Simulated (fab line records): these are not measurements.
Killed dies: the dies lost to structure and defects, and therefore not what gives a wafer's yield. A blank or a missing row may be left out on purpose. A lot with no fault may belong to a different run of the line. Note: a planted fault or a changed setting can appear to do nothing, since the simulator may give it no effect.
Chamber matching | flow nand-harc | NHARC_P_M0_DESCUM_14 on rie-diel-05 has 4 sister chambers
The step chemistry O2, time 3 s. 4 wafers are shown with their chamber, then 9 later ones without.

WAFERS, EACH WITH ITS CHAMBER
wafer  | chamber | showerhead-plenum-p-Torr (Torr)
L848.1 | 3       | 1.81
L852.2 | 0       | 1.92
L852.5 | 2       | 1.78
L852.6 | 1       | 1.99

WAFERS MISSING THEIR CHAMBER
wafer  | showerhead-plenum-p-Torr (Torr)
L853.2 | 1.81
L853.4 | 1.78
L853.5 | 1.81
L855.1 | 1.77
L855.2 | 1.81
L855.3 | 1.99
L856.1 | 1.91
L856.2 | 1.99
L856.3 | 1.77

EACH ONE'S CHAMBER
wafer  | from the rows above | in truth
L853.2 | 3                   | 3
L853.4 | 2                   | 2
L853.5 | 3                   | 3
L855.1 | 2                   | 2
L855.2 | 3                   | 3
L855.3 | 1                   | 1
L856.1 | 0                   | 0
L856.2 | 1                   | 1
L856.3 | 2                   | 2
Correctly placed: 9 of 9. Number that these rows cannot place: 0. Wrongly placed: 0.
How it was worked out, from the rows above alone: a wafer's distance from a chamber is the root of the sum, over the readings, of the square of ((its reading less the chamber's mean) divided by the reading's scatter). If the next closest chamber is less than 2 further off than the closest, the wafer can't be placed; otherwise it belongs to the closest. A chamber's mean is the mean of its shown wafers. The scatter (one wafer shown for each chamber): square how far every hidden wafer sits from the nearest shown wafer, average those squares and take the square root.
